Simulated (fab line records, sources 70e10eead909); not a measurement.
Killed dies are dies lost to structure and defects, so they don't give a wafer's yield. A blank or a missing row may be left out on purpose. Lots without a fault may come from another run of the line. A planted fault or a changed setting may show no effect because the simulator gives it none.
fab line records | flow nand_harc
record lots=13 wafers=39 last_day=33
route steps=1302 shown A_CHANNEL_FILL_D2@612 THIN_TSV@1271 END@1302
lots that met no fault: from a run of the same line without faults
start_h: hours from the record's first day to the start of the lot's first wafer shown | wait_h: hours since the lot's step before | " the same as in the row above | L1.1+2: a row that stands for several wafers | - no value, or no start given | * or withheld: withheld | < > ~ a bound
route shown NAME@n: a module of which the file shows steps, and the number in the route of the first | usual: mean/standard deviation of fault-free wafers | same: alike in all rows | chamber/n: place in a boat | sites: the reading at each site | _std_site: their standard deviation | _edge_site: outer sites' mean less inner sites' | radius_mm: how far each site lies from the wafer's centre | mask NAME#n: copy n | behind: the tool/chamber that last shaped the wafer | hold: why the lot was held/for how many hours/how that ended | device: the transistor (n, p or np) that didn't switch | end of line: the same wafers' tests at the end of the route | a step without rows: its recipe alone | killed: dies lost to structure and defects at the first sort, not the wafer's yield | map: a wafer's dies, x killed, . not, _ none there
set.NAME: the setting as run; set.NAME@STEP: as run at that earlier step | model.NAME: the simulator's own value behind a step, which no gauge read
steps of the route over a sample of lots; a table a step, a row a wafer
services: from which hour (start_h, from the record's first day; less than 0 if before it) a tool's chamber was out of use, for how many hours, and why
## steps
# step NHARC_A_CHANNEL_FILL_D2_ALD_02
# recipe target_thk_a=60 pulse_time_s=10 ald_cycles=60 temp_c=300 material=SiO2
# usual heater_power_w=470/44 precursor_pulse_height_rel=1.000/0.02
# same ald_cycles=60
# columns lot.wafer tool chamber start_h wait_h heater_power_w precursor_pulse_height_rel
L724.2 ald_hk-03 0 306.68 - 472 0.999
L724.6 " 0 " " 460 1.014
L724.5 " 1 " " 417 0.962
L725.1 ald_hk-01 2 327.47 - 489 0.994
L725.4 " 3 " " 534 1.008
L725.5 " 0 " " 462 1.055
L726.3 ald_hk-03 0 337.46 - 472 1.004
L726.5 " 3 " " 465 1.014
L726.6 " 0 " " 467 0.968
L727.4 ald_hk-04 1 357.16 - 423 1.039
L727.6 " 3 " " 435 0.999
L727.5 " 0 " " 554 0.993
L730.3 ald_hk-04 3 381.49 - 425 0.985
L730.2 " 0 " " 518 1.006
L730.1 " 2 " " 418 0.970
L731.3 ald_hk-03 2 400.00 - 419 1.000
L731.1 " 1 " " 443 1.021
L731.6 " 3 " " 504 0.970
L739.4 ald_hk-03 2 485.42 - 419 0.997
L739.1 " 0 " " 479 0.995
L739.5 " 2 " " 420 1.039
L740.3 ald_hk-01 1 490.94 - 547 1.024
L740.2 " 2 " " 489 1.006
L740.1 " 3 " " 513 1.032
L742.3 ald_hk-03 0 500.25 - 472 0.958
L742.5 " 1 " " 450 1.025
L742.6 " 2 " " 426 0.982
L741.4 ald_hk-03 0 502.68 - 469 0.986
L741.1 " 1 " " 469 1.009
L741.5 " 1 " " 458 0.994
L743.4 ald_hk-04 3 520.77 - 427 0.992
L743.2 " 0 " " 543 1.020
L743.6 " 2 " " 423 1.009
L745.1 ald_hk-01 1 528.38 - 548 0.979
L745.2 " 2 " " 489 1.001
L745.6 " 1 " " 544 0.986
L744.2 ald_hk-04 2 529.02 - 420 1.010
L744.1 " 1 " " 440 0.993
L744.5 " 3 " " 436 0.968
# step NHARC_THIN_TSV_PRE_CLEAN_50
# recipe time_s=30 temp_c=280 gas=H2/He
# usual heater_power_w=415/46
# same time_s=30
# columns lot.wafer tool chamber start_h wait_h heater_power_w
L724.2 pvd_sputter-02 - - - 405
L724.6 " - " " 435
L724.5 " - " " 421
L725.1 pvd_sputter-02 - - - 403
L725.4 " - " " 352
L725.5 " - " " 418
L726.3 pvd_sputter-02 - - - 420
L726.6 " - " " 341
L726.5 " - " " 411
L727.4 pvd_sputter-03 - - - 490
L727.6 " - " " 400
L727.5 " - " " 485
L730.2 pvd_sputter-03 - - - 477
L730.1 " - " " 382
L730.3 " - " " 386
L731.1 pvd_sputter-03 - - - 495
L731.3 " - " " 469
L731.6 " - " " 401
L739.4 pvd_sputter-03 - - - 373
L739.1 " - " " 497
L739.5 " - " " 395
L740.1 pvd_sputter-03 - - - 371
L740.3 " - " " 502
L740.2 " - " " 476
L742.3 pvd_sputter-03 - - - 406
L742.6 " - " " 470
L742.5 " - " " 367
L741.4 pvd_sputter-03 - - - 366
L741.1 " - " " 513
L741.5 " - " " 355
L743.2 pvd_sputter-03 - - - 474
L743.4 " - " " 503
L743.6 " - " " 474
L745.2 pvd_sputter-02 - - - 349
L745.1 " - " " 404
L745.6 " - " " 350
L744.2 pvd_sputter-02 - - - 357
L744.1 " - " " 405
L744.5 " - " " 392
# step NHARC_THIN_TSV_PVD_51
# recipe target_thk_a=1000 chamber_pressure_pa=5 material=Cu
# usual throttle_valve_pct=29.6/0.82
# columns lot.wafer tool chamber start_h wait_h throttle_valve_pct
L724.2 pvd_sputter-02 - - - 31.3
L724.6 " - " " 31.6
L724.5 " - " " 29.2
L725.4 pvd_sputter-02 - - - 29.3
L725.1 " - " " 27.9
L725.5 " - " " 30.0
L726.3 pvd_sputter-02 - - - 29.8
L726.5 " - " " 29.9
L726.6 " - " " 27.9
L727.4 pvd_sputter-03 - - - 29.6
L727.6 " - " " 29.5
L727.5 " - " " 29.8
L730.1 pvd_sputter-03 - - - 30.0
L730.3 " - " " 29.7
L730.2 " - " " 30.0
L731.1 pvd_sputter-03 - - - 29.5
L731.3 " - " " 30.1
L731.6 " - " " 29.5
L739.4 pvd_sputter-03 - - - 28.5
L739.1 " - " " 29.9
L739.5 " - " " 28.2
L740.3 pvd_sputter-03 - - - 30.1
L740.1 " - " " 30.2
L740.2 " - " " 28.3
L742.3 pvd_sputter-03 - - - 29.1
L742.5 " - " " 28.7
L742.6 " - " " 30.2
L741.1 pvd_sputter-03 - - - 30.3
L741.4 " - " " 28.3
L741.5 " - " " 29.9
L743.2 pvd_sputter-03 - - - 28.9
L743.4 " - " " 28.4
L743.6 " - " " 29.0
L745.2 pvd_sputter-02 - - - 28.2
L745.1 " - " " 31.0
L745.6 " - " " 29.7
L744.2 pvd_sputter-02 - - - 28.3
L744.1 " - " " 31.0
L744.5 " - " " 28.4
# step NHARC_END_SORT_01
# recipe temp_c=25
# usual killed_at_array=57/20 killed_at_other=1.0/1.5 killed_at_periphery=3.5/2.5 killed_dies=62/21 killed_open=3.5/1.9 killed_short=2.4/1.6
# same gross_dies=677
# columns lot.wafer tool chamber start_h wait_h killed_at_array killed_at_other killed_at_periphery killed_dies killed_open killed_short
L730.1 prober-01 0 645.57 2.5 124 0 3 127 4 1
L730.2 prober-01 0 646.37 2.8 156 0 2 158 2 3
L730.3 prober-01 0 647.18 3.1 146 4 2 152 5 0
# killed by level:class
L730.1 A_CHANNEL_FILL_D2:unspecified=62 A_SLIT:chamber_film_flake=29 A_CHANNEL_HOLE_D2:chamber_film_flake=19 A_CHANNEL_HOLE_D1:chamber_film_flake=4 A_SGD_CUT:chamber_film_flake=3 A_CONTACT:chamber_film_flake=3 P_GATE:geometric_particle:open=1 P_CONTACT:geometric_particle:open=1
L730.2 A_CHANNEL_FILL_D2:unspecified=95 A_CHANNEL_HOLE_D2:chamber_film_flake=35 A_SLIT:chamber_film_flake=12 A_STAIRCASE:chamber_film_flake=4 A_CHANNEL_FILL_D1:geometric_particle:short=2 A_WL_FILL:chamber_film_flake=2 P_M0:geometric_particle:open=1 A_SOURCE_PLATE:geometric_particle:open=1
L730.3 A_CHANNEL_FILL_D2:unspecified=75 A_SLIT:chamber_film_flake=32 A_CHANNEL_HOLE_D2:chamber_film_flake=26 A_CHANNEL_HOLE_D1:chamber_film_flake=9 A_M0:geometric_particle:open=2 HYBRID_BOND:chamber_film_flake=2 THIN_TSV:chamber_film_flake=2 P_M0:geometric_particle:open=1
## services
# columns tool chamber start_h hours kind
ald_hk-01 - 302.94 10.0 pm
pvd_sputter-02 - 329.71 5.2 repair
pvd_sputter-03 - 348.01 10.0 pm
ald_hk-03 - 352.34 0.8 repair
ald_hk-03 - 390.00 10.0 pm
pvd_sputter-02 - 392.63 2.9 repair
pvd_sputter-03 - 429.38 0.7 repair
ald_hk-04 - 432.00 10.0 pm
ald_hk-01 - 443.82 2.5 repair
pvd_sputter-02 - 460.14 10.0 pm
ald_hk-01 - 480.94 10.0 pm
pvd_sputter-02 - 501.58 3.7 repair
pvd_sputter-03 - 506.61 9.4 repair
ald_hk-03 - 523.44 1.3 repair
pvd_sputter-03 - 526.01 10.0 pm
ald_hk-03 - 545.57 1.2 repair
ald_hk-03 - 570.77 10.0 pm
ald_hk-04 - 610.00 10.0 pm
pvd_sputter-02 - 638.14 10.0 pm
pvd_sputter-03 - 659.93 7.6 repair
pvd_sputter-02 - 692.86 8.6 repair
pvd_sputter-03 - 704.01 10.0 pm
ald_hk-03 - 714.63 0.7 repair
ald_hk-03 - 751.90 10.0 pm
## key
first_sign step=NHARC_END_SORT_01 reading=killed_at_array direction=up sigmas=4.2 usual=57 struck=142
effect step=NHARC_END_SORT_01 reading=killed_dies direction=up sigmas=4 usual=62 struck=146
more_kills_born_at NHARC_A_CHANNEL_FILL_D2_ALD_02@ald_hk-04=232
met_at NHARC_A_CHANNEL_FILL_D2_ALD_02
struck_lots L730
tester_left_out L730
not_acting_at NHARC_THIN_TSV_PRE_CLEAN_50,NHARC_THIN_TSV_PVD_51
onset_between 357.16 381.49
fault kind=chamber_particle_source tool=ald_hk-04 chamber=- onset_h=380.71 steps=NHARC_A_CHANNEL_FILL_D2_ALD_02 rate_per_visit_cm2=1.792 end_h=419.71
# tester_left_out: of these lots the tester's yield and bins aren't shown, on N5 and GAA mostly nor the transistor test; their killed dies are dies lost to structure and defects alone, not to doping, threshold or leakage, so they don't give the yield
